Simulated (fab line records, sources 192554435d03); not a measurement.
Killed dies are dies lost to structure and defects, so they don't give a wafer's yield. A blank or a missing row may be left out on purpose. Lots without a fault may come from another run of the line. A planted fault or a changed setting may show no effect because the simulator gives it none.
fab line records | flow n5_finfet
record lots=9 wafers=24 last_day=17
route steps=1938 shown HKMG_FIN@402 BEOL_M4@1111 PASSIVATION@1936
lots that met no fault: from a run of the same line without faults
start_h: hours from the record's first day to the start of the lot's first wafer shown | wait_h: hours since the lot's step before | " the same as in the row above | L1.1+2: a row that stands for several wafers | - no value, or no start given | * or withheld: withheld | < > ~ a bound
route shown NAME@n: a module of which the file shows steps, and the number in the route of the first | usual: mean/standard deviation of fault-free wafers | same: alike in all rows | chamber/n: place in a boat | sites: the reading at each site | _std_site: their standard deviation | _edge_site: outer sites' mean less inner sites' | radius_mm: how far each site lies from the wafer's centre | mask NAME#n: copy n | behind: the tool/chamber that last shaped the wafer | hold: why the lot was held/for how many hours/how that ended | device: the transistor (n, p or np) that didn't switch | end of line: the same wafers' tests at the end of the route | a step without rows: its recipe alone | killed: dies lost to structure and defects at the first sort, not the wafer's yield | map: a wafer's dies, x killed, . not, _ none there
set.NAME: the setting as run; set.NAME@STEP: as run at that earlier step | model.NAME: the simulator's own value behind a step, which no gauge read
steps of the route over a sample of lots; a table a step, a row a wafer
services: from which hour (start_h, from the record's first day; less than 0 if before it) a tool's chamber was out of use, for how many hours, and why
## steps
# step N5_HKMG_FIN_ETCH_54
# recipe chemistry=CF4 target=SiARC target_depth_a=455 mask_material=CAR-ArF time_s=75.8 ion_energy_ev=80 pressure_mtorr=40 source_w=545 bias_w=36 Ar_flow_sccm=100 cf4_flow_sccm=100 ends=cleared
# usual drypump_motor_current_A=6.0/0.39 etch_rf_on_time_s=76.4/1.8 oes_product_au=0.66/0.076 rf_vpp_V=184.2/1.1 showerhead_plenum_p_Torr=2.16/0.063 throttle_valve_pct=15.59/0.17
# columns lot.wafer tool chamber start_h wait_h drypump_motor_current_A etch_rf_on_time_s oes_product_au rf_hours_counter_h rf_vpp_V showerhead_plenum_p_Torr throttle_valve_pct
L924.1 rie_diel-04 1 88.93 0.0 6.6 78.8 0.63 170 185.5 2.20 15.61
L924.2 " 0 " " 6.0 78.5 0.63 162 182.0 2.05 15.41
L924.5 " 0 " " 6.0 78.6 0.62 - 184.4 2.05 15.41
L927.2 rie_diel-03 0 106.01 0.0 6.5 77.7 0.82 3 183.8 2.19 15.65
L927.5 " 1 " " 5.5 78.9 0.62 - 185.1 2.24 15.49
L932.2 rie_diel-04 1 141.20 0.0 6.6 80.0 0.62 186 184.5 2.20 15.62
L932.6 " 0 " " 6.0 80.1 0.61 - 184.6 2.05 15.45
L933.2 rie_diel-04 1 146.47 0.0 6.6 79.2 0.62 188 184.7 2.20 15.63
L933.6 " 1 " " 6.6 79.4 0.61 - 184.6 2.20 15.63
L934.2 rie_diel-06 2 151.89 0.0 5.9 76.9 0.60 235 183.9 2.11 15.81
L934.4 " 2 " " 5.9 76.9 0.61 - 183.4 2.11 15.80
L934.6 " 3 " " 5.5 73.5 0.64 - 183.5 2.13 15.65
L939.1 rie_diel-06 1 179.52 0.0 6.6 77.1 0.83 6 183.9 2.19 15.29
L939.3 " 3 " " 5.5 73.5 0.64 187 185.2 2.13 15.66
L939.4 " 2 " " 6.0 76.8 0.60 246 183.8 2.11 15.83
L942.2 rie_diel-03 3 198.42 0.0 5.9 75.0 0.62 196 183.3 2.11 15.78
L942.5 " 1 " " 5.6 79.3 0.59 - 186.0 2.22 15.57
L942.6 " 2 " " 5.8 76.9 0.77 - 183.7 2.19 15.58
L943.2 rie_diel-04 3 204.21 0.0 6.3 74.7 0.61 231 185.3 2.18 15.49
L943.4 " 1 " " 6.6 79.1 0.61 208 184.3 2.19 15.67
L943.5 " 2 " " 5.5 75.4 0.70 - 183.1 2.07 15.34
L944.2 rie_diel-04 3 209.83 0.0 6.3 75.1 0.60 233 183.2 2.18 15.49
L944.5 " 2 " " 5.5 75.2 0.70 - 182.8 2.07 15.34
L944.6 " 1 " " 6.6 79.4 0.61 - 184.9 2.19 15.67
# step N5_HKMG_FIN_PEB_10
# recipe peb_temp_c=withheld peb_time_s=60 resist=CAR-ArF
# columns lot.wafer tool chamber start_h wait_h
L924.1+2+5 litho_track-03 0 91.99 0.1
L927.2+5 litho_track-03 0 109.20 0.0
L932.2+6 litho_track-03 0 144.57 0.0
L933.2+6 litho_track-03 0 149.53 0.0
L934.2+4+6 litho_track-04 0 155.11 0.0
L939.1+3+4 litho_track-04 0 182.82 0.1
L942.2+5+6 litho_track-05 0 201.78 0.0
L943.2+4+5 litho_track-05 0 207.30 0.0
L944.2+5+6 litho_track-03 0 212.88 0.0
# step N5_HKMG_FIN_CD_MEAS_12
# recipe target_cd_nm=92.8 landing_energy_ev=500 detector=se_inlens
# usual cd_nm=93.3/0.56
# columns lot.wafer tool chamber start_h wait_h cd_nm
L924.1 cd_sem-01 0 92.06 - 93.5
L924.2 " 0 " " 93.1
L924.5 " 0 " " 93.6
L927.2 cd_sem-02 0 109.27 - 53.9
L927.5 " 0 " " 54.1
L932.2 cd_sem-01 0 144.64 - 53.1
L932.6 " 0 " " 93.5
L933.2 cd_sem-02 0 149.60 - 53.2
L933.6 " 0 " " 93.0
L934.2 cd_sem-01 0 155.18 - 92.8
L934.4 " 0 " " 92.3
L934.6 " 0 " " 93.2
L939.1 cd_sem-03 0 182.89 - 92.3
L939.3 " 0 " " 92.7
L939.4 " 0 " " 93.4
L942.2 cd_sem-03 0 201.85 - 92.8
L942.5 " 0 " " 94.0
L942.6 " 0 " " 93.3
L943.2 cd_sem-02 0 207.37 - 92.4
L943.4 " 0 " " 93.0
L943.5 " 0 " " 93.1
L944.2 cd_sem-02 0 212.95 - 94.2
L944.5 " 0 " " 93.8
L944.6 " 0 " " 93.3
# step N5_HKMG_FIN_DESCUM_17
# recipe chemistry=O2 time_s=7.9 source_power_w=50 bias_power_w=20 pressure_mtorr=20 rf_frequency_hz=2.712e+07 temp_c=40 resist=CAR-ArF o2_flow_sccm=225
# usual drypump_motor_current_A=6.0/0.39 oes_product_au=0.78/0.093 rf_vpp_V=243.6/1.1 showerhead_plenum_p_Torr=2.12/0.065 throttle_valve_pct=20.47/0.21
# columns lot.wafer tool chamber start_h wait_h drypump_motor_current_A oes_product_au rf_hours_counter_h rf_vpp_V showerhead_plenum_p_Torr throttle_valve_pct
L924.1 rie_diel-03 2 92.17 0.1 5.8 0.69 245 243.0 2.17 20.95
L924.2 " 1 " " 5.5 0.72 153 244.0 2.19 20.35
L924.5 " 1 " " 5.5 0.73 - 245.3 2.19 20.36
L927.2 rie_diel-03 3 109.36 0.0 5.9 0.74 162 243.5 2.08 20.56
L927.5 " 3 " " 5.9 0.75 - 243.0 2.08 20.56
L932.2 rie_diel-03 3 144.73 0.0 5.8 0.73 177 243.2 2.07 20.58
L932.6 " 3 " " 5.9 0.74 - 242.8 2.07 20.57
L933.2 rie_diel-06 3 149.69 0.0 5.5 0.73 179 243.0 2.07 20.47
L933.6 " 3 " " 5.5 0.72 - 242.7 2.08 20.49
L934.2 rie_diel-04 0 155.27 0.0 5.9 0.72 183 242.7 1.99 20.19
L934.4 " 1 " " 6.6 0.74 191 243.9 2.16 20.45
L934.6 " 3 " " 6.3 0.70 - 244.0 2.18 20.41
L939.1 rie_diel-04 1 182.98 0.0 6.6 0.74 200 242.8 2.15 20.48
L939.3 " 0 " " 6.0 0.72 192 242.5 1.98 20.22
L939.4 " 2 " " 5.5 0.82 58 241.3 2.06 20.39
L942.2 rie_diel-03 0 201.98 0.1 6.5 0.88 40 243.6 2.12 20.65
L942.5 " 1 " " 5.5 0.71 - 243.7 2.18 20.41
L942.6 " 2 " " 5.8 0.90 - 243.7 2.16 20.67
L943.2 rie_diel-04 3 207.45 0.0 6.3 0.69 232 243.3 2.17 20.45
L943.4 " 0 " " 6.0 0.71 201 242.0 1.98 20.25
L943.5 " 1 " " 6.6 0.72 - 244.0 2.15 20.49
L944.2 rie_diel-06 1 213.13 0.1 6.6 0.94 20 243.6 2.12 20.02
L944.5 " 1 " " 6.6 0.94 - 243.0 2.12 20.03
L944.6 " 2 " " 5.9 0.97 - 242.1 2.08 20.42
# step N5_HKMG_FIN_ETCH_35
# recipe chemistry=N2/H2 target=SOC target_depth_a=2158 ion_energy_ev=65 bias_w=5 source_w=3000 time_s=243.4 pressure_mtorr=30 n2_flow_sccm=200 h2_flow_sccm=200
# usual drypump_motor_current_A=6.0/0.39 oes_product_au=0.78/0.093 rf_vpp_V=141.9/0.96 showerhead_plenum_p_Torr=2.58/0.076 throttle_valve_pct=17.90/0.24
# columns lot.wafer tool chamber start_h wait_h drypump_motor_current_A oes_product_au rf_hours_counter_h rf_vpp_V showerhead_plenum_p_Torr throttle_valve_pct
L924.1 rie_diel-03 2 92.48 0.0 5.8 0.70 245 141.8 2.61 18.26
L924.2 " 1 " " 5.5 0.71 153 142.7 2.64 17.67
L924.5 " 1 " " 5.5 0.71 - 141.8 2.64 17.68
L927.2 rie_diel-03 3 109.66 0.0 5.9 0.74 163 142.3 2.56 18.24
L927.5 " 3 " " 5.9 0.75 - 143.2 2.56 18.24
L932.2 rie_diel-03 3 145.03 0.0 5.9 0.73 178 141.7 2.55 18.27
L932.6 " 3 " " 5.9 0.74 - 141.9 2.55 18.26
L933.2 rie_diel-06 3 149.99 0.0 5.5 0.76 179 141.8 2.55 18.15
L933.6 " 3 " " 5.5 0.76 - 141.7 2.55 18.14
L934.2 rie_diel-04 0 155.57 0.0 6.0 0.72 183 141.0 2.42 17.75
L934.4 " 1 " " 6.6 0.72 191 141.3 2.65 18.00
L934.6 " 3 " " 6.3 0.73 - 142.5 2.63 17.70
L939.1 rie_diel-04 1 183.28 0.0 6.6 0.72 200 140.6 2.65 18.03
L939.3 " 0 " " 6.0 0.70 192 141.8 2.42 17.76
L939.4 " 2 " " 5.6 0.82 58 140.6 2.48 17.72
L942.2 rie_diel-03 0 202.28 0.0 6.5 0.86 40 143.1 2.61 18.28
L942.5 " 1 " " 5.5 0.68 - 142.0 2.62 17.75
L942.6 " 2 " " 5.8 0.90 - 141.9 2.59 17.91
L943.2 rie_diel-04 3 207.76 0.0 6.3 0.69 232 141.5 2.62 17.73
L943.4 " 0 " " 6.0 0.70 201 140.9 2.42 17.77
L943.5 " 1 " " 6.6 0.71 - 142.9 2.64 18.05
L944.2 rie_diel-06 1 213.43 0.0 6.6 0.92 20 141.0 2.59 17.46
L944.5 " 1 " " 6.5 0.93 - 141.6 2.59 17.46
L944.6 " 2 " " 5.9 0.97 - 140.2 2.50 17.63
# step N5_BEOL_M4_RC_MEAS_101
# usual DIBL_N=37.5/1.9 DIBL_P=37.3/2.4 IOFF_N=0.18/0.038 IOFF_P=0.23/0.045 ION_N=677/11 ION_P=464/8.1 SS_N=72.0/0.68 SS_P=73.5/0.77 VT_N=249/3.3 VT_P=-249/3.6
# columns lot.wafer tool chamber start_h wait_h DIBL_N[mV/V] DIBL_P[mV/V] IOFF_N[nA/um] IOFF_P[nA/um] ION_N[uA/um] ION_P[uA/um] SS_N[mV/dec] SS_P[mV/dec] VT_N[mV] VT_P[mV]
L924.1 prober-01 0 185.26 0.0 36.2 38.4 0.18 0.24 671 468 72.0 73.2 251 -247
L924.2 " 0 " " 34.6 33.9 0.15 0.17 667 461 72.0 72.3 252 -251
L924.5 " 0 " " 33.8 35.0 0.13 0.18 657 457 71.6 72.8 252 -252
L932.6 prober-01 0 228.37 0.8 38.8 37.5 0.20 0.28 687 474 72.0 73.6 248 -244
L933.6 prober-02 0 243.96 0.8 39.6 40.5 0.24 0.28 684 470 73.1 74.4 241 -247
L934.2 prober-02 0 245.76 0.2 34.8 34.9 0.13 0.18 673 458 70.5 72.1 254 -250
L934.4 " 0 " " 37.4 37.4 0.16 0.21 659 455 71.8 73.2 250 -253
L934.6 " 0 " " 38.5 39.7 0.19 0.25 685 471 71.4 73.7 248 -248
L939.1 prober-02 0 290.96 0.0 40.4 40.5 0.23 0.27 687 463 72.3 74.8 244 -250
L939.3 " 0 " " 34.6 33.0 0.11 0.16 658 459 71.4 72.1 257 -255
L939.4 " 0 " " 39.7 38.5 0.23 0.24 690 463 72.9 74.0 244 -246
L942.2 prober-01 0 298.54 0.2 35.9 35.1 0.15 0.20 672 460 72.0 74.0 250 -250
L942.5 " 0 " " 34.5 32.9 0.13 0.17 650 450 71.4 72.2 253 -253
L942.6 " 0 " " 38.4 39.1 0.22 0.30 701 482 72.4 73.5 244 -243
L943.2 prober-02 0 300.38 0.2 38.9 38.9 0.22 0.25 682 458 72.6 73.9 248 -249
L943.4 " 0 " " 36.0 36.7 0.15 0.21 675 466 71.9 72.7 249 -248
L943.5 " 0 " " 34.5 36.0 0.13 0.20 664 462 71.6 73.4 253 -250
L944.2 prober-02 0 307.99 0.2 41.6 42.9 0.28 0.37 705 480 72.5 75.0 243 -242
L944.5 " 0 " " 37.2 36.3 0.17 0.24 670 462 71.4 73.9 249 -245
L944.6 " 0 " " 38.0 37.6 0.17 0.23 670 462 72.1 73.2 251 -251
# step N5_PASSIVATION_PROBE_49
# usual defect_limited_yield=91.2/1.5 killed_at_M0_to_M3=31/10 killed_at_M4_up=15/5.9 killed_at_contacts=13/6 killed_at_front_end=41/11 killed_at_other=4/3.1 killed_dies=104/18 killed_on_rim=14/4.1 killed_open=68/13 killed_short=33/8.1 sort_bin_4_leakage=0.00/0.03 sort_bin_5_function=5.1/1.1 sort_bin_6_memory=3.2/0.69 sort_bin_8_speed=0.01/0.045 sort_n_pass=1076/18 sort_yield_pct=91.2/1.5
# same gross_dies=1180 killed_at_back_side=0
# columns lot.wafer tool chamber start_h wait_h defect_limited_yield[%] killed_at_M0_to_M3 killed_at_M4_up killed_at_contacts killed_at_front_end killed_at_other killed_dies killed_on_rim killed_open killed_short sort_bin_4_leakage[%] sort_bin_5_function[%] sort_bin_6_memory[%] sort_bin_8_speed[%] sort_n_pass sort_yield_pct[%]
L927.2 prober-01 - 291.12 0.1 0 30 11 9 1127 3 1180 152 65 30 0 97.1 2.7 0 0 0
L927.5 prober-01 - 291.27 0.2 0 40 11 15 1108 6 1180 152 77 35 0 96.8 2.9 0 0 0
L932.2 prober-01 - 329.63 0.1 0 25 6 7 1136 6 1180 152 51 44 0 96.6 3.2 0 0 0
L932.6 prober-01 - 329.83 0.3 90.0 39 18 9 51 1 118 15 74 43 0 6.4 3.1 0 1062 90.0
L933.2 prober-01 - 343.01 0.6 0 17 32 5 1126 0 1180 152 72 25 0 96.5 3.1 0 0 0
L933.6 prober-01 - 343.21 0.8 91.2 23 20 22 34 5 104 16 67 37 0.08 4.6 4.2 0 1075 91.1
L942.2 prober-01 - 394.41 0.1 89.2 21 22 16 66 2 127 13 84 34 0 5.3 4.7 0 1053 89.2
L942.5 prober-01 - 394.56 0.2 89.5 13 21 13 71 6 124 24 87 36 0 6.7 3.4 0 1056 89.5
L942.6 prober-01 - 394.61 0.3 91.5 20 19 4 46 11 100 15 62 28 0 5.5 2.0 0 1080 91.5
L939.1 prober-02 - 394.70 0.0 90.6 27 22 9 50 3 111 20 76 35 0 5.8 3.2 0 1069 90.6
L939.3 prober-02 - 394.80 0.1 91.1 16 17 12 54 6 105 17 62 38 0 4.7 3.2 0 1075 91.1
L943.2 prober-02 - 401.13 0.1 88.5 45 7 22 59 3 136 18 96 40 0 6.6 4.4 0 1044 88.5
L943.4 prober-02 - 401.23 0.2 90.2 46 10 10 43 7 116 12 63 49 0 5.5 3.6 0 1064 90.2
L943.5 prober-02 - 401.28 0.2 91.1 37 7 10 50 1 105 9 63 41 0 5.3 3.1 0 1075 91.1
# killed by level:class
L927.2 HKMG_FIN:area_peb=1082 STI_FIN_REVEAL:geometric_particle:open=14 BEOL_M1:geometric_particle:open=8 BEOL_M0_SAQP:geometric_particle:short=7 BEOL_M4:geometric_particle:open=6 MOL_CONTACT_COAG:geometric_particle:open=6 FIN_SAQP:geometric_particle:open=5 GATE_CUT:geometric_particle:short=5
L927.5 HKMG_FIN:area_peb=1067 MOL_CONTACT_COAG:geometric_particle:open=11 GATE_CUT:geometric_particle:short=9 BEOL_M0_SAQP:geometric_particle:open=8 BEOL_M1:geometric_particle:open=7 BEOL_M3:geometric_particle:open=7 GATE_CUT:geometric_particle:open=6 BEOL_M4:geometric_particle:open=6
L932.2 HKMG_FIN:area_peb=1085 FIN_SAQP:geometric_particle:short=15 FIN_SAQP:geometric_particle:open=14 MOL_CONTACT_COAG:geometric_particle:open=7 GATE_CUT:geometric_particle:short=4 GATE_CUT:geometric_particle:open=4 BEOL_M0_SAQP:geometric_particle:short=4 BEOL_M0:geometric_particle:short=4
L932.6 FIN_SAQP:geometric_particle:short=16 BEOL_M0:geometric_particle:open=12 GATE_CUT:geometric_particle:short=9 FIN_SAQP:geometric_particle:open=8 MOL_CONTACT_COAG:geometric_particle:open=8 BEOL_M3:geometric_particle:open=7 BEOL_M2:geometric_particle:open=6 STI_FIN_REVEAL:geometric_particle:open=5
L933.2 HKMG_FIN:area_peb=1082 STI_FIN_REVEAL:geometric_particle:open=15 BEOL_M4:geometric_particle:open=15 STARTING-WAFER:geometric_particle:open=7 BEOL_M5:geometric_particle:open=6 FIN_SAQP:geometric_particle:short=5 DUMMY_GATE:geometric_particle:open=5 BEOL_M3:geometric_particle:open=4
L933.6 MOL_CONTACT_COAG:geometric_particle:open=16 FIN_SAQP:geometric_particle:short=11 FIN_SAQP:geometric_particle:open=9 BEOL_M4:geometric_particle:open=9 STI_FIN_REVEAL:geometric_particle:open=8 BEOL_M0_SAQP:geometric_particle:short=7 MOL_CONTACT_COAG:geometric_particle:short=6 BEOL_M0:geometric_particle:open=4
L942.2 STI_FIN_REVEAL:geometric_particle:open=14 MOL_CONTACT_COAG:geometric_particle:open=12 BEOL_M4:geometric_particle:open=10 FIN_SAQP:geometric_particle:open=9 DUMMY_GATE:geometric_particle:open=9 BEOL_M3:geometric_particle:open=6 HKMG_FIN:area_etch=6 BEOL_M2:geometric_particle:open=5
L942.5 STI_FIN_REVEAL:geometric_particle:open=24 FIN_SAQP:geometric_particle:open=13 BEOL_M4:geometric_particle:open=12 FIN_SAQP:geometric_particle:short=10 MOL_CONTACT_COAG:geometric_particle:open=9 STI_FIN_REVEAL:geometric_particle:short=8 STARTING-WAFER:geometric_particle:open=6 BEOL_M2:geometric_particle:open=4
L942.6 STI_FIN_REVEAL:geometric_particle:open=9 HKMG_FIN:area_etch=9 FIN_SAQP:geometric_particle:open=8 BEOL_M4:geometric_particle:open=8 DUMMY_GATE:geometric_particle:open=5 FIN_SAQP:geometric_particle:short=4 GATE_CUT:geometric_particle:short=4 MOL_CONTACT_COAG:geometric_particle:open=4
L939.1 FIN_SAQP:geometric_particle:open=15 BEOL_M4:geometric_particle:open=12 FIN_SAQP:geometric_particle:short=9 MOL_CONTACT_COAG:geometric_particle:open=9 STI_FIN_REVEAL:geometric_particle:open=7 BEOL_M2:geometric_particle:open=7 BEOL_M0_SAQP:geometric_particle:short=7 GATE_CUT:geometric_particle:open=5
L939.3 FIN_SAQP:geometric_particle:open=16 FIN_SAQP:geometric_particle:short=9 MOL_CONTACT_COAG:geometric_particle:open=9 STI_FIN_REVEAL:geometric_particle:open=7 BEOL_M3:geometric_particle:open=7 BEOL_M4:geometric_particle:open=6 STARTING-WAFER:geometric_particle:short=5 HKMG_FIN:area_etch=5
L943.2 MOL_CONTACT_COAG:geometric_particle:open=19 STI_FIN_REVEAL:geometric_particle:open=16 FIN_SAQP:geometric_particle:open=11 BEOL_M0_SAQP:geometric_particle:open=11 BEOL_M0_SAQP:geometric_particle:short=10 FIN_SAQP:geometric_particle:short=8 BEOL_M2:geometric_particle:open=8 DUMMY_GATE:geometric_particle:open=7
L943.4 BEOL_M0_SAQP:geometric_particle:open=12 FIN_SAQP:geometric_particle:short=9 BEOL_M2:geometric_particle:open=8 BEOL_M0_SAQP:geometric_particle:short=8 STI_FIN_REVEAL:geometric_particle:open=7 GATE_CUT:geometric_particle:short=7 MOL_CONTACT_COAG:geometric_particle:open=7 STARTING-WAFER:geometric_particle:short=5
L943.5 GATE_CUT:geometric_particle:short=11 FIN_SAQP:geometric_particle:open=8 FIN_SAQP:geometric_particle:short=8 BEOL_M0_SAQP:geometric_particle:open=8 BEOL_M2:geometric_particle:open=7 MOL_CONTACT_COAG:geometric_particle:open=7 BEOL_M0_SAQP:geometric_particle:short=6 BEOL_M0:geometric_particle:open=5
## services
# columns tool chamber start_h hours kind
rie_diel-04 1 71.78 3.2 repair
rie_diel-06 0 77.14 - clean
rie_diel-06 0 77.14 - consumable_replace:esc
rie_diel-06 0 77.14 - consumable_replace:focus_ring
rie_diel-06 0 77.14 - consumable_replace:showerhead
rie_diel-06 0 77.14 23.0 scheduled_down
rie_diel-06 0 77.14 23.0 vent_cycle
rie_diel-03 0 82.49 - clean
rie_diel-03 0 82.49 - consumable_replace:focus_ring
rie_diel-03 0 82.49 15.7 scheduled_down
rie_diel-03 0 82.49 15.7 vent_cycle
rie_diel-06 1 100.93 9.5 repair
rie_diel-03 2 117.19 15.1 repair
rie_diel-03 2 132.32 - clean
rie_diel-03 2 132.32 - consumable_replace:focus_ring
rie_diel-03 2 132.32 17.9 scheduled_down
rie_diel-03 2 132.32 17.9 vent_cycle
rie_diel-06 1 145.99 - clean
rie_diel-06 1 145.99 - consumable_replace:focus_ring
rie_diel-06 1 145.99 13.5 scheduled_down
rie_diel-06 1 145.99 13.5 vent_cycle
rie_diel-06 2 190.81 - clean
rie_diel-06 2 190.81 - consumable_replace:focus_ring
rie_diel-03 1 203.54 3.0 repair
## key
first_sign step=N5_HKMG_FIN_CD_MEAS_12 reading=cd_nm direction=down sigmas=71 usual=93.3 struck=53.6
effect step=N5_PASSIVATION_PROBE_49 reading=killed_at_front_end direction=up sigmas=99+ usual=41 struck=1124
more_kills_born_at N5_HKMG_FIN_PEB_10@litho_track-03=4316
met_at N5_HKMG_FIN_PEB_10
struck_lots L927,L932,L933
struck_wafers L927.2,L927.5,L932.2,L933.2
later_rows_left_out L927.2,L927.5,L932.2,L933.2
not_acting_at N5_HKMG_FIN_ETCH_54,N5_HKMG_FIN_DESCUM_17,N5_HKMG_FIN_ETCH_35
onset_between 91.99 109.20
fault kind=process_parameter_drift tool=litho_track-03 chamber=- onset_h=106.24 steps=N5_HKMG_FIN_PEB_10 channel=peb_time_s offset=* shape=step end_h=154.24 scope=struck_wafers_only acts_in=* stated=*
# later_rows_left_out: the simulator's readings of these wafers behind a module that went badly wrong aren't trusted and aren't shown, but for the sort
